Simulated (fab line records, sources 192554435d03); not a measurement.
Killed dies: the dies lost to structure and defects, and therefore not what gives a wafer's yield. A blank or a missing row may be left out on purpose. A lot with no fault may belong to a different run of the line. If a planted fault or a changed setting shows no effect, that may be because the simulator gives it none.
Split-lot trial :: flow n5Finfet :: 7 lots, 21 wafers read, on a route of 1938 steps

ON THE SPLIT
At N5_BEOL_M9_DESCUM_16 (chemistry O2, time 7.9 s), the setting timeS was moved away from the recipe's 7.9 s on 5 of the 21 wafers read, by -6.8% to +20.9%. This setting was run at the recipe's value on the other wafers.

There is no step in the file separating the split from the reading.

THE READING
CAR-ArF_of_BEOL_M9_COAT_05.thkNm (the simulator's own value, which no gauge read), in nm, at N5_BEOL_M9_ETCH_61 (etches SiARC in CF4, target depth 39 nm, time 65 s). No usual value for it is given in the file. Here, 16 wafers ran the recipe; their average is 55.8 nm with a standard deviation of 0.32 nm.

wafer: L075.1
tool, chamber at the split: rieDiel-02, 2,1,3
timeS as run, s: 7.9
against the recipe: recipe
CAR-ArF_of_BEOL_M9_COAT_05.thkNm, nm: 55.6
against lot-mates on the recipe: -

wafer: L075.2
tool, chamber at the split: rieDiel-02, 2,1,3
timeS as run, s: 7.9
against the recipe: recipe
CAR-ArF_of_BEOL_M9_COAT_05.thkNm, nm: 55.8
against lot-mates on the recipe: -

wafer: L075.4
tool, chamber at the split: rieDiel-02, 2,1,3
timeS as run, s: 7.9
against the recipe: recipe
CAR-ArF_of_BEOL_M9_COAT_05.thkNm, nm: 55.4
against lot-mates on the recipe: -

wafer: L084.4
tool, chamber at the split: rieDiel-01, 1,2
timeS as run, s: 7.9
against the recipe: recipe
CAR-ArF_of_BEOL_M9_COAT_05.thkNm, nm: 55.4
against lot-mates on the recipe: -

wafer: L084.5
tool, chamber at the split: rieDiel-01, 1,2
timeS as run, s: 7.9
against the recipe: recipe
CAR-ArF_of_BEOL_M9_COAT_05.thkNm, nm: 55.6
against lot-mates on the recipe: -

wafer: L084.6
tool, chamber at the split: rieDiel-01, 3
timeS as run, s: 9.555
against the recipe: +20.9%
CAR-ArF_of_BEOL_M9_COAT_05.thkNm, nm: 54.2
against lot-mates on the recipe: -1.3

wafer: L085.1
tool, chamber at the split: rieDiel-02, 0
timeS as run, s: 7.9
against the recipe: recipe
CAR-ArF_of_BEOL_M9_COAT_05.thkNm, nm: 55.6
against lot-mates on the recipe: -

wafer: L085.3
tool, chamber at the split: rieDiel-02, 2,1
timeS as run, s: 9.408
against the recipe: +19.1%
CAR-ArF_of_BEOL_M9_COAT_05.thkNm, nm: 54.6
against lot-mates on the recipe: -1.0

wafer: L085.4
tool, chamber at the split: rieDiel-02, 2,1
timeS as run, s: 9.408
against the recipe: +19.1%
CAR-ArF_of_BEOL_M9_COAT_05.thkNm, nm: 54.8
against lot-mates on the recipe: -0.8

wafer: L090.1
tool, chamber at the split: rieDiel-01, 0,1
timeS as run, s: 7.9
against the recipe: recipe
CAR-ArF_of_BEOL_M9_COAT_05.thkNm, nm: 56.4
against lot-mates on the recipe: -

wafer: L090.2
tool, chamber at the split: rieDiel-01, 3
timeS as run, s: 7.362
against the recipe: -6.8%
CAR-ArF_of_BEOL_M9_COAT_05.thkNm, nm: 56.6
against lot-mates on the recipe: +0.1

wafer: L090.3
tool, chamber at the split: rieDiel-01, 0,1
timeS as run, s: 7.9
against the recipe: recipe
CAR-ArF_of_BEOL_M9_COAT_05.thkNm, nm: 56.6
against lot-mates on the recipe: -

wafer: L089.1
tool, chamber at the split: rieDiel-05, 1,2,3
timeS as run, s: 7.9
against the recipe: recipe
CAR-ArF_of_BEOL_M9_COAT_05.thkNm, nm: 56.2
against lot-mates on the recipe: -

wafer: L089.4
tool, chamber at the split: rieDiel-05, 1,2,3
timeS as run, s: 7.9
against the recipe: recipe
CAR-ArF_of_BEOL_M9_COAT_05.thkNm, nm: 55.8
against lot-mates on the recipe: -

wafer: L089.5
tool, chamber at the split: rieDiel-05, 1,2,3
timeS as run, s: 7.9
against the recipe: recipe
CAR-ArF_of_BEOL_M9_COAT_05.thkNm, nm: 55.8
against lot-mates on the recipe: -

wafer: L091.1
tool, chamber at the split: rieDiel-01, 1
timeS as run, s: 7.9
against the recipe: recipe
CAR-ArF_of_BEOL_M9_COAT_05.thkNm, nm: 55.6
against lot-mates on the recipe: -

wafer: L091.6
tool, chamber at the split: rieDiel-01, 1
timeS as run, s: 7.9
against the recipe: recipe
CAR-ArF_of_BEOL_M9_COAT_05.thkNm, nm: 55.6
against lot-mates on the recipe: -

wafer: L091.2
tool, chamber at the split: rieDiel-01, 0
timeS as run, s: 8.848
against the recipe: +12.0%
CAR-ArF_of_BEOL_M9_COAT_05.thkNm, nm: 55.4
against lot-mates on the recipe: -0.2

wafer: L097.2
tool, chamber at the split: rieDiel-05, 2,0,1
timeS as run, s: 7.9
against the recipe: recipe
CAR-ArF_of_BEOL_M9_COAT_05.thkNm, nm: 55.8
against lot-mates on the recipe: -

wafer: L097.3
tool, chamber at the split: rieDiel-05, 2,0,1
timeS as run, s: 7.9
against the recipe: recipe
CAR-ArF_of_BEOL_M9_COAT_05.thkNm, nm: 55.8
against lot-mates on the recipe: -

wafer: L097.4
tool, chamber at the split: rieDiel-05, 2,0,1
timeS as run, s: 7.9
against the recipe: recipe
CAR-ArF_of_BEOL_M9_COAT_05.thkNm, nm: 55.8
against lot-mates on the recipe: -
The file does not say which wafer passed through which chamber wherever a row lists several chambers: such a row stands for several wafers.

FIT RESULTS
A straight line over all 21 wafers: CAR-ArF_of_BEOL_M9_COAT_05.thkNm changes by -0.0649 nm for each +1% of timeS; r = -0.84; the points scatter about the line by 0.33 nm.
The same after taking each lot's own level away (the mean of its wafers on the recipe; 21 wafers): -0.0473 nm for each +1%; r = -0.91; scatter 0.17 nm.
On that fit, the largest move of timeS shifts the reading by 0.99 nm.
From 55.50 to 56.50 nm: that is the span of the lots' own levels, equal to 3.1 times the standard deviation above.
So the slope is not independent of the lot-to-lot level: the two fits are not the same.
Check: -0.853 nm against its lot-mates is what the line predicts for one of the wafers moved furthest among these (+20.9%) when that wafer is left out of the fit. Against them it came out at -1.3 nm.

THE FILE'S OWN FIT
CAR-ArF_of_BEOL_M9_COAT_05.thkNm changes by -0.0478 nm for each +1% of timeS, r = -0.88.
